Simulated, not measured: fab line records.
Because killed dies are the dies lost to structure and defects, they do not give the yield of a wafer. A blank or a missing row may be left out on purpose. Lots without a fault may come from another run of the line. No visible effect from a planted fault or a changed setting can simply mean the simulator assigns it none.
A struck lot beside a sound one :: flow n5-finfet :: 15 steps out of a route of 1938
Sound: these wafers, L218.1, L218.4, L218.5. The struck wafers were L232.1, L232.3, L232.5. The cause is named last.
At each step with rows: each side's tool, then ch and its chambers, then its first start. Under that, the readings that differ: sound wafers :: struck wafers :: difference of the means :: sigmas: that difference in standard deviations of wafers without a fault.
alike: a reading whose means differ by less than 2 such deviations, as well as words and numbers matching on both sides. not compared: withheld readings; readings where some wafer has no value; bounds like >300 that might hide an equal value; numbers whose values overlap and for which the record gives no deviation.
The two part at a step that has a row with sigmas, a row that says differs or no value, or rows on one side only. Numbers that don't overlap but have no deviation are shown without sigmas and don't part them. Lack of a reading on every wafer of one side parts them only where that side has two or more wafers.

first, 8 steps without rows for these wafers: N5_BEOL_M2_COAT_68 (time 60 s, resist thk 12 nm); N5_BEOL_M2_COAT_76 (time 60 s, resist thk 5 nm); N5_BEOL_M2_COAT_22 (resist thk 30 nm); N5_BEOL_M2_EBR_24; N5_BEOL_M2_SOFTBAKE_23 (time 60 s); N5_BEOL_M2_EXPOSE_25 (exposes mask V1, defocus 5 nm); N5_BEOL_M2_PEB_26 (peb time 60 s); N5_BEOL_M2_DEVELOP_27 (develop time 30 s).
N5_BEOL_M2_CD_MEAS_28: target cd 26.2 nm, target cd y 24.1 nm.
  sound on cd-sem-03 ch 0, day 7 14:29; struck on cd-sem-01 ch 0, day 10 23:33
  alike: cd-nm
N5_BEOL_M2_OVL_MEAS_29:
  sound on overlay-01 ch 0, day 7 14:31; struck on overlay-02 ch 0, day 10 23:35
  alike: V1_OVL
N5_BEOL_M2_INSPECT_30: inspects for defects (brightfield).
  struck on defect-inspect-02, day 10 23:39; sound on defect-inspect-02, day 7 14:34
  alike: raw-defect-count
N5_BEOL_M2_DESCUM_33: chemistry O2, time 7 s.
  sound on rie-diel-02 ch 0,3, day 7 14:36; struck on rie-diel-04 ch 0,1,2, day 10 23:41
  alike: bias-power-w, drypump-motor-current-A, oes-product-au, rf-vpp-V, showerhead-plenum-p-Torr, throttle-valve-pct
  not compared: rf-hours-counter-h
N5_BEOL_M2_ETCH_77: etches underlayer in N2/H2, target depth 6.5 nm, time 5.2 s.
  sound on rie-diel-02 ch 0,3, day 7 14:38; struck on rie-diel-04 ch 0,1,2, day 10 23:43
reading: etch-rf-on-time-s (s)
sound: 4.85 5.31 5.30
struck: 3.28 3.36 3.49
difference: -1.78
sigmas: -10

reading: oes-product-au (a.u.)
sound: 0.77 0.61 0.60
struck: 0.83 0.78 0.75
difference: +0.13
sigmas: +2
  alike: drypump-motor-current-A, rf-vpp-V, showerhead-plenum-p-Torr, throttle-valve-pct
  not compared: rf-hours-counter-h
N5_BEOL_M2_ETCH_69: etches SiARC in CF4, target depth 15.6 nm, time 26 s.
  sound on rie-diel-02 ch 0,3, day 7 14:39; struck on rie-diel-04 ch 0,1,2, day 10 23:44
  alike: cf4-flow-sccm, drypump-motor-current-A, etch-rf-on-time-s, oes-product-au, rf-vpp-V, showerhead-plenum-p-Torr, throttle-valve-pct
  not compared: rf-hours-counter-h
N5_BEOL_M4_RC_MEAS_101:
  sound on prober-01 ch 0, day 8 21:04; struck on prober-01 ch 0, day 12 06:40
  alike: DIBL_N, DIBL_P, IOFF_N, IOFF_P, ION_N, ION_P, SS_N, SS_P, VT_N, VT_P

WHERE THEY PART
N5_BEOL_M2_ETCH_77 only, going by this record. Later steps at which nothing parts them and some readings are alike: N5_BEOL_M2_ETCH_69, N5_BEOL_M4_RC_MEAS_101.

WHY: what the simulator had put in
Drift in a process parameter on rie-diel-04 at N5_BEOL_M2_ETCH_77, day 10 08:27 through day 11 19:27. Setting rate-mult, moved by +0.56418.
